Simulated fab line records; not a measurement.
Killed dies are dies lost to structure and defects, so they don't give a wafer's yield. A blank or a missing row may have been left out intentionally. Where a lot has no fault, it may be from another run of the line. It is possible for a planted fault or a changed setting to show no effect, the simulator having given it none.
Problem report in the 8D (eight disciplines) form, filled by code | flow n5Finfet | the parts of the form that need people (team, actions taken, sign-off) are left out

== 1. WHAT IS WRONG ==
Mean of spinSpeedRpm at N5_BEOL_M5_COAT_05: 1465.3 rpm across 6 wafers in 2 lots; on wafers with no fault it is 1500.1 rpm (standard deviation 0.96). Relative to the usual mean, that is a shift of -36 standard deviations.
The step: resist thk 30 nm.
First seen on wafer L815.2, day 10 04:59, on lithoTrack-05. The record has a number at this step for 42 wafers belonging to 14 lots. Rule for "out" (also "out of limits"): further than 4 standard deviations from the usual mean. The rest of the wafers with a number are treated as sound.

== 2. WHAT IT IS, AND WHAT IT ISN'T ==
question                    | is                     | is not
which readings at this step | spinSpeedRpm           | -
which lots                  | L814, L815             | L808, L809, L810, L812, L816, L818, L819, L821, L822, L823, L828, L829
which wafers of those lots  | all that have a number | -
read on which tools         | lithoTrack-05          | lithoTrack-01, lithoTrack-02
when                        | from day 10 04:59      | up to then (12 sound wafers); but 24 sound wafers of L816, L818, L819, L821, L822, L823, L828, L829 came after

== 3. THE SUSPECTS, EACH WITH WHAT RULES IT OUT ==
Counting: a tool at a process step up to the reading stays a suspect if it ran every lot that is out and no sound lot after the first of them.
- lithoTrack-05 at N5_BEOL_M5_COAT_05 (resist thk 30 nm): kept. Every lot that is out went through it, starting with L815 (day 10 04:59), and after that it ran no sound lot; the last sound lot it ran before then is L809 (day 8 20:46). On those wafers its own readings are out: spinSpeedRpm.
The count leaves lithoTrack-05 at N5_BEOL_M5_COAT_05.

== 4. THE CAUSE (what the simulator had put in) ==
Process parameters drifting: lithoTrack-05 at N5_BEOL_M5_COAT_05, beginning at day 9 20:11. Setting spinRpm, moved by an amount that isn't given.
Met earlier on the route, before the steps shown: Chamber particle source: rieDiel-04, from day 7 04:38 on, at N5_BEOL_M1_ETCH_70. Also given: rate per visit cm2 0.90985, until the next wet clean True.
The count eliminated every tool but this one.

== 5. SEQUENCE OF EFFECTS, ordered by route ==
Each row: a reading whose mean over the struck wafers that have a number lies more than 3 standard deviations from the usual. Only readings whose record carries a usual standard deviation are examined. hours: median over the lots of the time between each lot's start at the first step of this table that gives one and its start at this step. sigmas: the change, counted in usual standard deviations.
hours | step               | reading      | usual      | on struck wafers | change | sigmas
0     | N5_BEOL_M5_COAT_05 | spinSpeedRpm | 1500.1 rpm | 1465.3           | -34.8  | -36
Its process steps:
- N5_BEOL_M5_COAT_05: resist thk 30 nm.
At these later measuring or inspecting steps, every struck wafer for which the step has a row has a number for every such reading, and none has moved that far: N5_BEOL_M5_OVL_MEAS_12.

== 6. WHAT WOULD HAVE CAUGHT IT SOONER ==
In this record no reading fell out of limits until day 10 04:59, 9 hours after the fault had begun at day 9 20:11.
